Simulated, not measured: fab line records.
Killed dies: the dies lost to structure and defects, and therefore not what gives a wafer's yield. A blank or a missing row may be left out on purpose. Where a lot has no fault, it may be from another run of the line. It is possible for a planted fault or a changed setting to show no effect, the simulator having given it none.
Which tool is to blame? :: flow nand-harc :: 11 lots with 33 wafers sampled at 5 steps, on a route of 1302 steps

== WHAT THE GAUGES READ, wafer by wafer ==
NHARC_END_SORT_01.
lot: L863
measured: day 24 13:38
on: prober-01
killed-at-array: 55 70 58
killed-at-other: 0 2 1
killed-at-periphery: 4 8 5
killed-dies: 59 80 64
killed-open: 2 2 3
killed-short: 5 2 3

lot: L864
measured: day 24 05:52
on: prober-01
killed-at-array: 61 62 62
killed-at-other: 0 0 0
killed-at-periphery: 1 2 1
killed-dies: 62 64 63
killed-open: 6 5 2
killed-short: 1 2 4

lot: L865
measured: day 24 23:14
on: prober-02
killed-at-array: 84 67 76
killed-at-other: 2 3 1
killed-at-periphery: 6 3 3
killed-dies: 92 73 80
killed-open: 1 2 4
killed-short: 1 1 4

lot: L867
measured: day 26 00:17
on: prober-01
killed-at-array: 89 95 76
killed-at-other: 0 0 0
killed-at-periphery: 6 1 2
killed-dies: 95 96 78
killed-open: 3 7 3
killed-short: 2 2 3

lot: L869
measured: day 28 01:52
on: prober-02
killed-at-array: 79 87 72
killed-at-other: 0 1 1
killed-at-periphery: 5 0 2
killed-dies: 84 88 75
killed-open: 5 6 3
killed-short: 3 2 0

lot: L878
measured: day 30 19:26
on: prober-01
killed-at-array: 673 672 43
killed-at-other: 3 4 3
killed-at-periphery: 1 1 3
killed-dies: 677 677 49
killed-open: 0 0 4
killed-short: 1 3 3

lot: L877
measured: day 31 13:26
on: prober-01
killed-at-array: 71 670 60
killed-at-other: 1 0 0
killed-at-periphery: 5 7 3
killed-dies: 77 677 63
killed-open: 3 1 5
killed-short: 4 3 2

lot: L879
measured: day 30 17:49
on: prober-02
killed-at-array: 61 55 51
killed-at-other: 1 0 1
killed-at-periphery: 5 7 7
killed-dies: 67 62 59
killed-open: 7 5 5
killed-short: 5 3 5

lot: L883
measured: day 32 03:32
on: prober-01
killed-at-array: 56 81 87
killed-at-other: 3 2 0
killed-at-periphery: 3 4 6
killed-dies: 62 87 93
killed-open: 2 6 2
killed-short: 0 4 6

lot: L882
measured: day 33 08:45
on: prober-02
killed-at-array: 83 73 70
killed-at-other: 0 0 0
killed-at-periphery: 5 4 13
killed-dies: 88 77 83
killed-open: 7 3 2
killed-short: 3 2 4

lot: L885
measured: day 33 07:13
on: prober-01
killed-at-array: 40 58 44
killed-at-other: 4 0 1
killed-at-periphery: 7 5 5
killed-dies: 51 63 50
killed-open: 2 2 2
killed-short: 5 8 1

== WHICH TOOL RAN EACH LOT (tool, then ch and the chambers of the sampled wafers, then the start) ==
lot: L863
NHARC_A_CHANNEL_HOLE_D1_ETCH_38: rie-diel-05 ch 0,3, day 8 11:53
NHARC_A_CHANNEL_HOLE_D1_ETCH_16: rie-diel-05 ch 0,1,3, day 8 12:22
NHARC_A_CHANNEL_HOLE_D1_ETCH_20: har-etch-02 ch 0,1, day 8 13:04
NHARC_A_CHANNEL_HOLE_D1_ETCH_25: har-etch-02 ch 0,1, day 8 15:50

lot: L864
NHARC_A_CHANNEL_HOLE_D1_ETCH_38: rie-diel-08 ch 1,2,3, day 8 17:44
NHARC_A_CHANNEL_HOLE_D1_ETCH_16: rie-diel-08 ch 0,1, day 8 18:28
NHARC_A_CHANNEL_HOLE_D1_ETCH_20: har-etch-02 ch 0,1, day 8 19:14
NHARC_A_CHANNEL_HOLE_D1_ETCH_25: har-etch-02 ch 0,1, day 8 22:01

lot: L865
NHARC_A_CHANNEL_HOLE_D1_ETCH_38: rie-diel-08 ch 1,2,3, day 9 09:53
NHARC_A_CHANNEL_HOLE_D1_ETCH_16: rie-diel-08 ch 0,1,3, day 9 10:19
NHARC_A_CHANNEL_HOLE_D1_ETCH_20: har-etch-02 ch 0,1, day 9 11:08
NHARC_A_CHANNEL_HOLE_D1_ETCH_25: har-etch-02 ch 0,1, day 9 13:59

lot: L867
NHARC_A_CHANNEL_HOLE_D1_ETCH_38: rie-diel-08 ch 1,2,3, day 9 21:13
NHARC_A_CHANNEL_HOLE_D1_ETCH_16: rie-diel-08 ch 1,2, day 9 21:40
NHARC_A_CHANNEL_HOLE_D1_ETCH_20: har-etch-02 ch 0,1, day 9 22:29
NHARC_A_CHANNEL_HOLE_D1_ETCH_25: har-etch-02 ch 0,1, day 10 01:21

lot: L869
NHARC_A_CHANNEL_HOLE_D1_ETCH_38: rie-diel-08 ch 0,3, day 11 02:50
NHARC_A_CHANNEL_HOLE_D1_ETCH_16: rie-diel-08 ch 0,1,3, day 11 03:23
NHARC_A_CHANNEL_HOLE_D1_ETCH_20: har-etch-01 ch 0,1, day 11 04:12
NHARC_A_CHANNEL_HOLE_D1_ETCH_25: har-etch-01 ch 0,1, day 11 07:16

lot: L878
NHARC_A_CHANNEL_HOLE_D1_ETCH_38: rie-diel-08 ch 0,1, day 14 20:01
NHARC_A_CHANNEL_HOLE_D1_ETCH_16: rie-diel-08 ch 0,1, day 14 21:11
NHARC_A_CHANNEL_HOLE_D1_ETCH_20: har-etch-02 ch 0,1, day 14 22:10
NHARC_A_CHANNEL_HOLE_D1_ETCH_25: har-etch-02 ch 0,1, day 15 01:08

lot: L877
NHARC_A_CHANNEL_HOLE_D1_ETCH_38: rie-diel-08 ch 0,1, day 14 20:29
NHARC_A_CHANNEL_HOLE_D1_ETCH_16: rie-diel-08 ch 0,1,2, day 14 21:50
NHARC_A_CHANNEL_HOLE_D1_ETCH_20: har-etch-01 ch 0,1, day 14 22:41
NHARC_A_CHANNEL_HOLE_D1_ETCH_25: har-etch-01 ch 0,1, day 15 01:34

lot: L879
NHARC_A_CHANNEL_HOLE_D1_ETCH_38: rie-diel-05 ch 1,3, day 15 04:23
NHARC_A_CHANNEL_HOLE_D1_ETCH_16: rie-diel-05 ch 0,1,3, day 15 04:56
NHARC_A_CHANNEL_HOLE_D1_ETCH_20: har-etch-01 ch 0,1, day 15 05:38
NHARC_A_CHANNEL_HOLE_D1_ETCH_25: har-etch-01 ch 0,1, day 15 08:31

lot: L883
NHARC_A_CHANNEL_HOLE_D1_ETCH_38: rie-diel-05 ch 2,3, day 16 16:24
NHARC_A_CHANNEL_HOLE_D1_ETCH_16: rie-diel-05 ch 0,1,3, day 16 16:57
NHARC_A_CHANNEL_HOLE_D1_ETCH_20: har-etch-01 ch 0,1, day 16 17:37
NHARC_A_CHANNEL_HOLE_D1_ETCH_25: har-etch-01 ch 0,1, day 16 20:23

lot: L882
NHARC_A_CHANNEL_HOLE_D1_ETCH_38: rie-diel-04 ch 0,1,2, day 16 16:51
NHARC_A_CHANNEL_HOLE_D1_ETCH_16: rie-diel-04 ch 0,1, day 16 17:22
NHARC_A_CHANNEL_HOLE_D1_ETCH_20: har-etch-02 ch 0,1, day 16 18:14
NHARC_A_CHANNEL_HOLE_D1_ETCH_25: har-etch-02 ch 0,1, day 16 21:14

lot: L885
NHARC_A_CHANNEL_HOLE_D1_ETCH_38: rie-diel-05 ch 2,3, day 17 10:20
NHARC_A_CHANNEL_HOLE_D1_ETCH_16: rie-diel-05 ch 0,1, day 17 10:49
NHARC_A_CHANNEL_HOLE_D1_ETCH_20: har-etch-02 ch 0,1, day 17 15:22
NHARC_A_CHANNEL_HOLE_D1_ETCH_25: har-etch-02 ch 0,1, day 17 18:14
- NHARC_A_CHANNEL_HOLE_D1_ETCH_38: etches the open film in CF4, target depth 39 nm, time 65 s.
- NHARC_A_CHANNEL_HOLE_D1_ETCH_16: etches the open film in O2/COS, target depth 3100 nm, time 806 s.
- NHARC_A_CHANNEL_HOLE_D1_ETCH_20: etches the open film in C4F8/O2/Ar, time 361.9 s, target depth 1600 nm.
- NHARC_A_CHANNEL_HOLE_D1_ETCH_25: etches the open film in C4F8/O2/Ar, time 1040.2 s, target depth 1500 nm.

== AS READ BY THE TOOLS THEMSELVES (means over the sampled wafers that have a number; for cases with no such wafer, the mark the record gives instead) ==
NHARC_A_CHANNEL_HOLE_D1_ETCH_38.
lot: L863
tool: rie-diel-05
drypump-motor-current-A (A): 6.0
oes-product-au (a.u.): 1.002
rf-vpp-V (V): 149.1
run-length-s (s): 86.6
showerhead-plenum-p-Torr (Torr): 1.69
throttle-valve-pct (%): 13.282

lot: L864
tool: rie-diel-08
drypump-motor-current-A (A): 6.0
oes-product-au (a.u.): 1.012
rf-vpp-V (V): 152.0
run-length-s (s): 86.3
showerhead-plenum-p-Torr (Torr): 1.79
throttle-valve-pct (%): 13.294

lot: L865
tool: rie-diel-08
drypump-motor-current-A (A): 6.0
oes-product-au (a.u.): 0.992
rf-vpp-V (V): 151.6
run-length-s (s): 86.2
showerhead-plenum-p-Torr (Torr): 1.79
throttle-valve-pct (%): 13.283

lot: L867
tool: rie-diel-08
drypump-motor-current-A (A): 6.1
oes-product-au (a.u.): 0.988
rf-vpp-V (V): 151.9
run-length-s (s): 86.4
showerhead-plenum-p-Torr (Torr): 1.79
throttle-valve-pct (%): 13.284

lot: L869
tool: rie-diel-08
drypump-motor-current-A (A): 5.8
oes-product-au (a.u.): 0.990
rf-vpp-V (V): 150.9
run-length-s (s): 86.2
showerhead-plenum-p-Torr (Torr): 1.74
throttle-valve-pct (%): 13.272

lot: L878
tool: rie-diel-08
drypump-motor-current-A (A): 6.0
oes-product-au (a.u.): 0.987
rf-vpp-V (V): 149.4
run-length-s (s): 86.6
showerhead-plenum-p-Torr (Torr): 1.69
throttle-valve-pct (%): 13.289

lot: L877
tool: rie-diel-08
drypump-motor-current-A (A): 5.7
oes-product-au (a.u.): 0.992
rf-vpp-V (V): 149.9
run-length-s (s): 86.6
showerhead-plenum-p-Torr (Torr): 1.68
throttle-valve-pct (%): 13.281

lot: L879
tool: rie-diel-05
drypump-motor-current-A (A): 5.5
oes-product-au (a.u.): 1.007
rf-vpp-V (V): 150.5
run-length-s (s): 86.4
showerhead-plenum-p-Torr (Torr): 1.69
throttle-valve-pct (%): 13.283

lot: L883
tool: rie-diel-05
drypump-motor-current-A (A): 6.0
oes-product-au (a.u.): 0.991
rf-vpp-V (V): 151.5
run-length-s (s): 86.8
showerhead-plenum-p-Torr (Torr): 1.76
throttle-valve-pct (%): 13.299

lot: L882
tool: rie-diel-04
drypump-motor-current-A (A): 5.9
oes-product-au (a.u.): 1.002
rf-vpp-V (V): 152.1
run-length-s (s): 86.4
showerhead-plenum-p-Torr (Torr): 1.77
throttle-valve-pct (%): 13.282

lot: L885
tool: rie-diel-05
drypump-motor-current-A (A): 6.1
oes-product-au (a.u.): 0.997
rf-vpp-V (V): 151.6
run-length-s (s): 86.5
showerhead-plenum-p-Torr (Torr): 1.76
throttle-valve-pct (%): 13.284

NHARC_A_CHANNEL_HOLE_D1_ETCH_16.
lot: L863
tool: rie-diel-05
drypump-motor-current-A (A): 5.9
oes-product-au (a.u.): 0.998
rf-vpp-V (V): 311.4
run-length-s (s): 827.5
showerhead-plenum-p-Torr (Torr): 2.99
throttle-valve-pct (%): 28.335

lot: L864
tool: rie-diel-08
drypump-motor-current-A (A): 5.7
oes-product-au (a.u.): 1.005
rf-vpp-V (V): 312.7
run-length-s (s): 827.6
showerhead-plenum-p-Torr (Torr): 2.96
throttle-valve-pct (%): 28.322

lot: L865
tool: rie-diel-08
drypump-motor-current-A (A): 6.0
oes-product-au (a.u.): 0.995
rf-vpp-V (V): 312.9
run-length-s (s): 827.5
showerhead-plenum-p-Torr (Torr): 3.10
throttle-valve-pct (%): 28.337

lot: L867
tool: rie-diel-08
drypump-motor-current-A (A): 6.0
oes-product-au (a.u.): 0.987
rf-vpp-V (V): 312.6
run-length-s (s): 827.7
showerhead-plenum-p-Torr (Torr): 3.05
throttle-valve-pct (%): 28.330

lot: L869
tool: rie-diel-08
drypump-motor-current-A (A): 6.0
oes-product-au (a.u.): 0.993
rf-vpp-V (V): 313.5
run-length-s (s): 827.3
showerhead-plenum-p-Torr (Torr): 3.09
throttle-valve-pct (%): 28.331

lot: L878
tool: rie-diel-08
drypump-motor-current-A (A): 5.7
oes-product-au (a.u.): 1.000
rf-vpp-V (V): 311.5
run-length-s (s): 668.7
showerhead-plenum-p-Torr (Torr): 2.96
throttle-valve-pct (%): 28.319

lot: L877
tool: rie-diel-08
drypump-motor-current-A (A): 5.8
oes-product-au (a.u.): 0.981
rf-vpp-V (V): 312.7
run-length-s (s): 747.9
showerhead-plenum-p-Torr (Torr): 3.01
throttle-valve-pct (%): 28.338

lot: L879
tool: rie-diel-05
drypump-motor-current-A (A): 5.9
oes-product-au (a.u.): 1.005
rf-vpp-V (V): 311.8
run-length-s (s): 827.5
showerhead-plenum-p-Torr (Torr): 2.97
throttle-valve-pct (%): 28.330

lot: L883
tool: rie-diel-05
drypump-motor-current-A (A): 5.9
oes-product-au (a.u.): 0.995
rf-vpp-V (V): 312.1
run-length-s (s): 827.4
showerhead-plenum-p-Torr (Torr): 2.96
throttle-valve-pct (%): 28.329

lot: L882
tool: rie-diel-04
drypump-motor-current-A (A): 6.3
oes-product-au (a.u.): 1.013
rf-vpp-V (V): 315.2
run-length-s (s): 827.1
showerhead-plenum-p-Torr (Torr): 3.17
throttle-valve-pct (%): 28.336

lot: L885
tool: rie-diel-05
drypump-motor-current-A (A): 6.2
oes-product-au (a.u.): 1.003
rf-vpp-V (V): 312.3
run-length-s (s): 827.6
showerhead-plenum-p-Torr (Torr): 2.96
throttle-valve-pct (%): 28.330

NHARC_A_CHANNEL_HOLE_D1_ETCH_20.
lot: L863
tool: har-etch-02
drypump-motor-current-A (A): 4.9
showerhead-plenum-p-Torr (Torr): 3.70
throttle-valve-pct (%): 32.152

lot: L864
tool: har-etch-02
drypump-motor-current-A (A): 4.9
showerhead-plenum-p-Torr (Torr): 3.70
throttle-valve-pct (%): 32.156

lot: L865
tool: har-etch-02
drypump-motor-current-A (A): 4.9
showerhead-plenum-p-Torr (Torr): 3.69
throttle-valve-pct (%): 32.150

lot: L867
tool: har-etch-02
drypump-motor-current-A (A): 4.9
showerhead-plenum-p-Torr (Torr): 3.69
throttle-valve-pct (%): 32.156

lot: L869
tool: har-etch-01
drypump-motor-current-A (A): 5.9
showerhead-plenum-p-Torr (Torr): 3.71
throttle-valve-pct (%): 32.152

lot: L878
tool: har-etch-02
drypump-motor-current-A (A): 5.0
showerhead-plenum-p-Torr (Torr): 3.69
throttle-valve-pct (%): 32.159

lot: L877
tool: har-etch-01
drypump-motor-current-A (A): 5.8
showerhead-plenum-p-Torr (Torr): 3.68
throttle-valve-pct (%): 32.151

lot: L879
tool: har-etch-01
drypump-motor-current-A (A): 5.8
showerhead-plenum-p-Torr (Torr): 3.67
throttle-valve-pct (%): 32.157

lot: L883
tool: har-etch-01
drypump-motor-current-A (A): 6.0
showerhead-plenum-p-Torr (Torr): 3.65
throttle-valve-pct (%): 32.152

lot: L882
tool: har-etch-02
drypump-motor-current-A (A): 4.9
showerhead-plenum-p-Torr (Torr): 3.64
throttle-valve-pct (%): 32.163

lot: L885
tool: har-etch-02
drypump-motor-current-A (A): 5.0
showerhead-plenum-p-Torr (Torr): 3.78
throttle-valve-pct (%): 32.165

NHARC_A_CHANNEL_HOLE_D1_ETCH_25.
lot: L863
tool: har-etch-02
drypump-motor-current-A (A): 4.9
showerhead-plenum-p-Torr (Torr): 3.70
throttle-valve-pct (%): 32.240

lot: L864
tool: har-etch-02
drypump-motor-current-A (A): 4.9
showerhead-plenum-p-Torr (Torr): 3.69
throttle-valve-pct (%): 32.233

lot: L865
tool: har-etch-02
drypump-motor-current-A (A): 4.9
showerhead-plenum-p-Torr (Torr): 3.69
throttle-valve-pct (%): 32.234

lot: L867
tool: har-etch-02
drypump-motor-current-A (A): 4.9
showerhead-plenum-p-Torr (Torr): 3.68
throttle-valve-pct (%): 32.237

lot: L869
tool: har-etch-01
drypump-motor-current-A (A): 5.8
showerhead-plenum-p-Torr (Torr): 3.70
throttle-valve-pct (%): 32.244

lot: L878
tool: har-etch-02
drypump-motor-current-A (A): 5.0
showerhead-plenum-p-Torr (Torr): 3.68
throttle-valve-pct (%): 32.235

lot: L877
tool: har-etch-01
drypump-motor-current-A (A): 5.8
showerhead-plenum-p-Torr (Torr): 3.67
throttle-valve-pct (%): 32.236

lot: L879
tool: har-etch-01
drypump-motor-current-A (A): 5.8
showerhead-plenum-p-Torr (Torr): 3.67
throttle-valve-pct (%): 32.233

lot: L883
tool: har-etch-01
drypump-motor-current-A (A): 6.0
showerhead-plenum-p-Torr (Torr): 3.65
throttle-valve-pct (%): 32.245

lot: L882
tool: har-etch-02
drypump-motor-current-A (A): 4.9
showerhead-plenum-p-Torr (Torr): 3.63
throttle-valve-pct (%): 32.234

lot: L885
tool: har-etch-02
drypump-motor-current-A (A): 5.0
showerhead-plenum-p-Torr (Torr): 3.78
throttle-valve-pct (%): 32.242

== THE ANSWER, worked out from the rows above alone ==
Rule: the usual values come from the lots themselves. The widest of any qualifying gaps counts: lots, ordered by their means at a reading, are off when they make up no more than a third of the lots, leave a main group of 4 or more, and stand apart from it by 3 or more times the standard deviation of that group's means. If all means in a main group match to the digits the tables above print for the reading, that group is not used. A lot without any number at a reading at which 4 lots or more have one is off too. Any other lot the step has rows for is counted as sound. After the gauges, taken in route order, come the tools' own readings; for these a lot's mean is taken, as printed above. At the first step where some lot is off, the reading lying furthest off is the one used; lots without a number count as furthest.
Off, at NHARC_END_SORT_01 on killed-dies: L878, L877. For the main group the mean is 74 and the standard deviation 11.
If a tool, at a process step before that reading, ran all the lots that are off and no sound lot after the first of them, it fits. The gauges at NHARC_END_SORT_01 aren't tried: what is off there is off at NHARC_A_CHANNEL_HOLE_D1_ETCH_16 too, on other tools, and a gauge's error can't cause that. One fits: rie-diel-08 at NHARC_A_CHANNEL_HOLE_D1_ETCH_38 and NHARC_A_CHANNEL_HOLE_D1_ETCH_16. At NHARC_A_CHANNEL_HOLE_D1_ETCH_38 its last sound lot is L869 (day 11 02:50), its first lot that is off L878 (day 14 20:01): a fault that began between those two fits.

== WHAT THE SIMULATOR HAD PUT IN ==
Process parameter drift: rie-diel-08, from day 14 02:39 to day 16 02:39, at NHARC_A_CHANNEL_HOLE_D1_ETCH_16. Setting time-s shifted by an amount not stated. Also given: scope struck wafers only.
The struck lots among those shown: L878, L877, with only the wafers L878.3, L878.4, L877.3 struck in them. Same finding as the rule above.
